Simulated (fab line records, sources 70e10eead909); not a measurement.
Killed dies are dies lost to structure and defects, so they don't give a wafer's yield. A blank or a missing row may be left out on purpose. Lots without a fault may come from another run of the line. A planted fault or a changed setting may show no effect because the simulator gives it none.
Which tool did it? | flow nand_harc | 12 lots, 36 wafers sampled, at 4 steps of a route of 1302

WHAT THE GAUGES READ, wafer by wafer
NHARC_P_ZERO_WELL_CD_MEAS_37: target cd 720 nm.
lot  | measured     | on        | cd_nm (nm)
L957 | day 2 01:40  | cd_sem-01 | 719.4 723.8 724.3
L958 | day 2 10:05  | cd_sem-02 | 717.1 716.3 716.5
L959 | day 2 22:18  | cd_sem-03 | 721.0 720.0 721.8
L960 | day 3 06:41  | cd_sem-01 | 719.8 718.9 720.0
L961 | day 3 16:17  | cd_sem-02 | 719.2 722.6 717.8
L962 | day 4 02:03  | cd_sem-03 | 717.7 715.8 720.9
L964 | day 4 22:05  | cd_sem-03 | 754.6 755.3 757.3 754.9 755.7 757.4
L967 | day 6 04:08  | cd_sem-01 | 719.4 722.2 723.9
L975 | day 9 11:52  | cd_sem-01 | 719.8 720.6 720.4
L976 | day 9 22:25  | cd_sem-03 | 721.5 719.8 721.6
L978 | day 10 18:16 | cd_sem-03 | 720.3 719.6 723.2
L979 | day 11 04:17 | cd_sem-03 | 721.8 725.2 723.9

NHARC_P_STI_INSPECT_11.
lot  | measured     | on                | raw_defect_count
L957 | day 2 21:38  | defect_inspect-01 | 7 8 8
L958 | day 3 09:42  | defect_inspect-01 | 5 4 5
L959 | day 3 16:57  | defect_inspect-01 | 1 7 2
L960 | day 4 01:04  | defect_inspect-01 | 5 14 6
L961 | day 4 12:15  | defect_inspect-01 | 5 4 5
L962 | day 4 21:08  | defect_inspect-01 | 10 5 5
L964 | day 5 19:00  | defect_inspect-01 | 7 3 8
L967 | day 7 00:07  | defect_inspect-01 | 2 6 3
L975 | day 10 06:36 | defect_inspect-02 | 11 5 2
L976 | day 10 17:07 | defect_inspect-02 | 4 0 3
L978 | day 11 13:06 | defect_inspect-01 | 8 3 12
L979 | day 12 00:50 | defect_inspect-02 | 5 6 20

WHICH TOOL RAN EACH LOT (tool, then ch and the chambers of the sampled wafers, then the start)
lot  | NHARC_P_ZERO_WELL_DESCUM_13       | NHARC_P_ZERO_WELL_EXPOSE_34
L957 | rie_diel-08 ch 1,2,3, day 1 22:49 | krf_scanner-02 ch 0, day 2 01:31
L958 | rie_diel-06 ch 0,1,2, day 2 07:16 | krf_scanner-04 ch 0, day 2 09:56
L959 | rie_diel-06 ch 2,3, day 2 17:16   | krf_scanner-02 ch 0, day 2 22:08
L960 | rie_diel-08 ch 0,1, day 3 03:55   | krf_scanner-02 ch 0, day 3 06:32
L961 | rie_diel-08 ch 0,2,3, day 3 13:24 | krf_scanner-04 ch 0, day 3 16:07
L962 | rie_diel-06 ch 0,1,2, day 3 23:17 | krf_scanner-02 ch 0, day 4 01:54
L964 | rie_diel-08 ch 1,2, day 4 19:17   | krf_scanner-02 ch 0, day 4 21:56
L967 | rie_diel-10 ch 0,2, day 6 01:18   | krf_scanner-02 ch 0, day 6 03:59
L975 | rie_diel-08 ch 1,3, day 9 09:18   | krf_scanner-01 ch 0, day 9 11:43
L976 | rie_diel-06 ch 1,2,3, day 9 19:27 | krf_scanner-02 ch 0, day 9 22:16
L978 | rie_diel-06 ch 1,2, day 10 15:24  | krf_scanner-02 ch 0, day 10 18:07
L979 | rie_diel-06 ch 2,3, day 11 01:28  | krf_scanner-04 ch 0, day 11 04:08
- NHARC_P_ZERO_WELL_DESCUM_13: chemistry O2, time 3 s.
- NHARC_P_ZERO_WELL_EXPOSE_34: exposes mask P PWELL, target cd 720 nm.

WHAT THE TOOLS THEMSELVES READ (means of the sampled wafers that have a number; where no wafer has one, the mark that the record gives instead)
NHARC_P_ZERO_WELL_DESCUM_13.
lot  | tool        | drypump_motor_current_A (A) | oes_product_au (a.u.) | rf_vpp_V (V) | showerhead_plenum_p_Torr (Torr) | throttle_valve_pct (%)
L957 | rie_diel-08 | 5.6                         | 1.002                 | 58.8         | 1.98                            | 11.314
L958 | rie_diel-06 | 6.0                         | 0.996                 | 58.1         | 1.85                            | 11.314
L959 | rie_diel-06 | 6.3                         | 0.983                 | 56.9         | 1.82                            | 11.321
L960 | rie_diel-08 | 5.9                         | 1.011                 | 57.6         | 1.86                            | 11.303
L961 | rie_diel-08 | 5.8                         | 1.012                 | 57.0         | 1.92                            | 11.309
L962 | rie_diel-06 | 6.0                         | 1.003                 | 57.2         | 1.84                            | 11.307
L964 | rie_diel-08 | 5.8                         | 1.000                 | 57.4         | 1.96                            | 11.309
L967 | rie_diel-10 | 5.1                         | 0.992                 | 57.7         | 1.78                            | 11.305
L975 | rie_diel-08 | 5.2                         | 1.006                 | 57.6         | 1.97                            | 11.319
L976 | rie_diel-06 | 6.1                         | 1.001                 | 56.7         | 1.83                            | 11.307
L978 | rie_diel-06 | 6.0                         | 0.999                 | 57.1         | 1.79                            | 11.308
L979 | rie_diel-06 | 6.3                         | 0.990                 | 57.5         | 1.84                            | 11.310

THE ANSWER, worked out from the rows above alone
Rule: what is usual is taken from the lots themselves. Put in order of their means at a reading, lots are off if they are a third of the lots or fewer, leave a main group of 4 or more, and stand apart from it by a gap of 3 or more times the standard deviation of the main group's means; of several such gaps the widest counts. A main group whose means are all the same, to the digits that the tables above print for the reading, isn't used. A lot without any number at a reading at which 4 lots or more have one is off too. The other lots that the step has rows for count as sound. The gauges are gone through in route order, then the tools' own readings, and for those a lot's mean is taken as printed above. The first step at which some lot is off is used, and at that step the reading that is off furthest; a lot without a number counts as furthest.
Off: L964, at NHARC_P_ZERO_WELL_CD_MEAS_37 (cd_nm). The main group: mean 720.5 nm, standard deviation 1.9.
A tool fits if, at a process step before that reading, it ran every lot that is off, and no sound lot after the first of them. The gauges at NHARC_P_ZERO_WELL_CD_MEAS_37 are tried like those tools. None of those tried fits.

WHAT THE SIMULATOR HAD PUT IN
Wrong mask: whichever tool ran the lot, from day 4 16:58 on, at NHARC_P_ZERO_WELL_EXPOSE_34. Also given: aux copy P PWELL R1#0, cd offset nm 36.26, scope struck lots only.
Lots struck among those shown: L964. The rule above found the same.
